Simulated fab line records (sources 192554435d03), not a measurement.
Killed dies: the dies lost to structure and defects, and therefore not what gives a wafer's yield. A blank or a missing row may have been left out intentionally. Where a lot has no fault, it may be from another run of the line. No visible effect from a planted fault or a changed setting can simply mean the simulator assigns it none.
Which tool is to blame? ; flow n5Finfet ; Sampling: 10 lots, 28 wafers, 4 of 1938 route steps

## WHAT THE GAUGES READ, wafer by wafer
N5_BEOL_M6_OCD_MEAS_38. Usual: trenchDepthNm reads 94.5 nm (standard deviation 1.6).
lot;measured;on;trenchDepthNm (nm);flag
L891;day 10 07:01;ocd-01;93.4 95.2 92.6;
L895;day 10 23:32;ocd-02;93.6 95.1 97.7;
L893;day 11 10:07;ocd-02;96.2 94.9 93.9;
L896;day 11 19:47;ocd-02;92.1 93.6 94.7;
L898;day 12 04:07;ocd-02;93.2 94.8;
L901;day 12 15:09;ocd-01;92.5 95.6 95.2;
L902;day 13 09:13;ocd-01;92.6 93.2;
L908;day 14 09:08;ocd-01;95.2 95.1 92.4;
L909;day 14 15:36;ocd-01;96.2 93.6 95.9;
L910;day 14 16:06;ocd-02;94.8 92.4 95.6;

## WHICH TOOL RAN EACH LOT (tool, then ch and the chambers of the sampled wafers, then the start)
lot;N5_BEOL_M6_ETCH_65;N5_BEOL_M6_ETCH_66;N5_BEOL_M6_TRENCH_ETCH_37
L891;rieDiel-05 ch 0,1,3, day 10 06:38;rieDiel-05 ch 0,1,3, day 10 06:40;rieDiel-05 ch 0,1,3, day 10 07:01 or earlier
L895;rieDiel-04 ch 0,1,2, day 10 23:10;rieDiel-04 ch 0,1,2, day 10 23:11;rieDiel-04 ch 0,1,2, day 10 23:32 or earlier
L893;rieDiel-05 ch 0,2,3, day 11 09:44;rieDiel-05 ch 0,2,3, day 11 09:46;rieDiel-05 ch 0,2,3, day 11 10:07 or earlier
L896;rieDiel-05 ch 0,1,3, day 11 19:24;rieDiel-05 ch 0,1,3, day 11 19:26;rieDiel-05 ch 0,1,3, day 11 19:47 or earlier
L898;rieDiel-05 ch 0,3, day 12 03:45;rieDiel-05 ch 0,3, day 12 03:46;rieDiel-05 ch 0,3, day 12 04:07 or earlier
L901;rieDiel-05 ch 1,2,3, day 12 14:46;rieDiel-05 ch 1,2,3, day 12 14:48;rieDiel-05 ch 1,2,3, day 12 15:09 or earlier
L902;rieDiel-05 ch 0,3, day 13 08:51;rieDiel-05 ch 0,3, day 13 08:53;rieDiel-05 ch 0,3, day 13 09:13 or earlier
L908;rieDiel-04 ch 0,1,2, day 14 08:46;rieDiel-04 ch 0,1,2, day 14 08:47;rieDiel-04 ch 0,1,2, day 14 09:08 or earlier
L909;rieDiel-03 ch 0,1, day 14 15:14;rieDiel-03 ch 0,1, day 14 15:16;rieDiel-03 ch 0,1, day 14 15:36 or earlier
L910;rieDiel-04 ch 0,1,2, day 14 15:43;rieDiel-04 ch 0,1,2, day 14 15:45;rieDiel-04 ch 0,1,2, day 14 16:06 or earlier
- N5_BEOL_M6_ETCH_65: etches SiARC in CF4, target depth 15.6 nm, time 26 s.
- N5_BEOL_M6_ETCH_66: etches SOC in N2/H2, target depth 80 nm, overetch 16 nm, time 120 s.
- N5_BEOL_M6_TRENCH_ETCH_37: etches SiCOH lowk in C4F6/O2, target depth 94.435 nm, time 31.5 s.

## WHAT THE TOOLS THEMSELVES READ (means of the sampled wafers that have a number; where no wafer has one, the mark that the record gives instead)
N5_BEOL_M6_ETCH_65. Usual: biasW 35.99 W, standard deviation 0.1; drypumpMotorCurrentA 5.6 A, standard deviation 0.55; etchRfOnTimeS 25.9 s, standard deviation 0.56; mfcArSccm 99.9 sccm, standard deviation 0.31; oesProductAu 0.68 a.u., standard deviation 0.063; rfVppV 183.7 V, standard deviation 1.3; showerheadPlenumPTorr 2.12 Torr, standard deviation 0.083; throttleValvePct 15.63 %, standard deviation 0.23.
lot;tool;biasW (W);drypumpMotorCurrentA (A);etchRfOnTimeS (s);mfcArSccm (sccm);oesProductAu (a.u.);rfVppV (V);showerheadPlenumPTorr (Torr);throttleValvePct (%);flag
L891;rieDiel-05;35.98;5.3;26.0;100.1;0.66;183.4;2.08;15.66;
L895;rieDiel-04;36.01;6.1;25.5;99.9;0.74;183.8;2.20;15.34;
L893;rieDiel-05;36.05;5.3;25.6;99.9;0.66;183.8;2.09;15.67;
L896;rieDiel-05;35.95;5.3;26.3;99.9;0.66;182.5;2.07;15.68;
L898;rieDiel-05;35.97;5.0;31.6;100.0;0.58;182.2;2.06;15.61;OFF
L901;rieDiel-05;36.01;5.5;29.2;100.2;0.63;183.1;2.10;15.80;OFF
L902;rieDiel-05;35.97;5.0;31.4;99.9;0.58;183.2;2.06;15.61;OFF
L908;rieDiel-04;35.95;6.1;25.9;100.1;0.70;183.9;2.19;15.40;
L909;rieDiel-03;36.00;5.6;25.6;99.8;0.71;183.5;2.10;15.67;
L910;rieDiel-04;36.07;6.1;26.1;100.1;0.70;184.7;2.19;15.41;

N5_BEOL_M6_ETCH_66. Usual: biasW is 150.0 W with standard deviation 0.46, drypumpMotorCurrentA is 5.6 A with standard deviation 0.55, h2FlowSccm is 200.0 sccm with standard deviation 0.54, oesProductAu is 0.61 a.u. with standard deviation 0.052, rfVppV is 523 V with standard deviation 3.1, showerheadPlenumPTorr is 2.51 Torr with standard deviation 0.11, and throttleValvePct is 17.83 % with standard deviation 0.23.
lot;tool;biasW (W);drypumpMotorCurrentA (A);h2FlowSccm (sccm);oesProductAu (a.u.);rfVppV (V);showerheadPlenumPTorr (Torr);throttleValvePct (%);flag
L891;rieDiel-05;149.6;5.2;200.0;0.60;521;2.46;17.83;
L895;rieDiel-04;150.3;6.1;199.9;0.66;526;2.61;17.46;
L893;rieDiel-05;150.1;5.3;200.3;0.59;521;2.49;17.93;
L896;rieDiel-05;150.0;5.3;199.9;0.59;522;2.45;17.86;
L898;rieDiel-05;150.4;4.9;199.5;0.58;520;2.45;17.85;
L901;rieDiel-05;149.8;5.5;200.1;0.60;523;2.48;17.98;
L902;rieDiel-05;150.3;5.0;200.5;0.57;522;2.45;17.88;
L908;rieDiel-04;150.1;6.1;200.1;0.63;525;2.60;17.51;
L909;rieDiel-03;150.7;5.7;200.1;0.64;523;2.49;17.95;
L910;rieDiel-04;150.1;6.1;200.5;0.62;525;2.60;17.52;

N5_BEOL_M6_TRENCH_ETCH_37. Usual: biasW 185.0 W, standard deviation 0.55; drypumpMotorCurrentA 5.6 A, standard deviation 0.55; mfcArSccm 300.0 sccm, standard deviation 0.84; oes_f_703_au 0.80 a.u., standard deviation 0.073; oes_o_777_au 0.81 a.u., standard deviation 0.077; oesProductAu 0.80 a.u., standard deviation 0.074; rfVppV 663 V, standard deviation 13; showerheadPlenumPTorr 2.81 Torr, standard deviation 0.11; throttleValvePct 20.94 %, standard deviation 0.21.
lot;tool;biasW (W);drypumpMotorCurrentA (A);mfcArSccm (sccm);oes_f_703_au (a.u.);oes_o_777_au (a.u.);oesProductAu (a.u.);rfVppV (V);showerheadPlenumPTorr (Torr);throttleValvePct (%);flag
L891;rieDiel-05;185.0;5.2;299.4;0.80;0.80;0.78;651;2.75;20.94;
L895;rieDiel-04;185.0;6.2;300.2;0.87;0.88;0.88;674;2.93;20.67;
L893;rieDiel-05;185.0;5.3;300.0;0.78;0.78;0.77;663;2.78;20.97;
L896;rieDiel-05;185.1;5.2;300.4;0.78;0.78;0.77;651;2.74;20.96;
L898;rieDiel-05;185.3;5.0;299.6;0.77;0.77;0.76;652;2.74;20.87;
L901;rieDiel-05;184.7;5.5;301.4;0.79;0.79;0.79;660;2.78;21.09;
L902;rieDiel-05;185.2;4.9;300.9;0.76;0.76;0.75;652;2.74;20.90;
L908;rieDiel-04;184.6;6.1;300.6;0.82;0.83;0.81;673;2.91;20.72;
L909;rieDiel-03;185.2;5.6;299.5;0.84;0.85;0.83;658;2.79;20.98;
L910;rieDiel-04;185.3;6.2;300.8;0.82;0.83;0.81;674;2.91;20.72;

## THE ANSWER, worked out from the rows above alone
Rule: lot off if the mean of its wafers having a number is beyond 3 standard deviations from the usual mean. A lot without any number at a reading at which 4 lots or more have one is off too. Where the step has rows for the other lots, those lots are counted as sound. The gauges are gone through in route order, then the tools' own readings, and for those a lot's mean is taken as printed above. The first step at which some lot is off is used, and at that step the reading that is off furthest; a lot without a number counts as furthest.
Off at N5_BEOL_M6_ETCH_65 (etchRfOnTimeS): L898, L901, L902.
If a tool, at that step or one of the process steps before it, ran each lot that is off and ran no sound lot following the first of them, it fits. One fits: rieDiel-05 at N5_BEOL_M6_ETCH_65. A fault onset in the window from L896 (day 11 19:24, its last sound lot) to L898 (day 12 03:45, its first lot off) fits.
The tool's own readings at N5_BEOL_M6_ETCH_65 bear it out: on the lots that are off they differ by more than 5 times the standard deviation of the sound lots' means. etchRfOnTimeS reads 30.7 s there against 25.9 s on the sound lots.

## WHAT THE SIMULATOR PUT IN
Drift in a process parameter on rieDiel-05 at N5_BEOL_M6_ETCH_65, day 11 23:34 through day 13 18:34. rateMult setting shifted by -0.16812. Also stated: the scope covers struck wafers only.
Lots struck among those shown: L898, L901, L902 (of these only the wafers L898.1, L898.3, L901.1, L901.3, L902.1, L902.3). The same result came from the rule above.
